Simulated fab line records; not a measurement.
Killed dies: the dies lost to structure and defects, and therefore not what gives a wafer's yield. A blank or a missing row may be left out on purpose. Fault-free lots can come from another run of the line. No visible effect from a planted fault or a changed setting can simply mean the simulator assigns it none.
Matching of chambers + flow n5-finfet + rie-diel-05 running N5_FIN_SAQP_DESCUM_21: 4 sister chambers
The step chemistry O2, time 7.9 s. 4 wafers are shown with their chamber, then 8 later ones without.

## WAFERS PAIRED WITH THEIR CHAMBERS
| wafer  | chamber | drypump-motor-current-A (A) |
|--------|---------|-----------------------------|
| L084.6 | 1       | 6.2                         |
| L090.2 | 3       | 5.6                         |
| L090.5 | 0       | 5.6                         |
| L091.1 | 2       | 6.6                         |

## WAFERS WITHOUT THEIR CHAMBER
| wafer  | drypump-motor-current-A (A) |
|--------|-----------------------------|
| L091.3 | 5.5                         |
| L091.6 | 6.2                         |
| L092.3 | 5.5                         |
| L092.5 | 6.6                         |
| L092.6 | 6.3                         |
| L097.2 | 6.6                         |
| L097.3 | 5.6                         |
| L097.5 | 6.3                         |

## CHAMBER TAKEN BY EACH
| wafer  | from the rows above     | in truth |
|--------|-------------------------|----------|
| L091.3 | can't be placed: 0 or 3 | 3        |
| L091.6 | 1                       | 1        |
| L092.3 | can't be placed: 0 or 3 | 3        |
| L092.5 | 2                       | 2        |
| L092.6 | 1                       | 1        |
| L097.2 | 2                       | 2        |
| L097.3 | can't be placed: 0 or 3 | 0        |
| L097.5 | 1                       | 1        |
Correct placement for 5 of the 8. Can't be placed from these rows: 3 (the true chamber is among the candidates in 3). Wrongly placed: 0.
How it was worked out, from the rows above alone: a wafer's distance from a chamber is the root of the sum, over the readings, of the square of ((its reading less the chamber's mean) divided by the reading's scatter). The wafer belongs to the nearest chamber; if the next one is less than 2 further off, it can't be placed. The mean given for a chamber averages the wafers shown for that chamber. The scatter (one wafer shown for each chamber): square how far every hidden wafer sits from the nearest shown wafer, average those squares and take the square root.
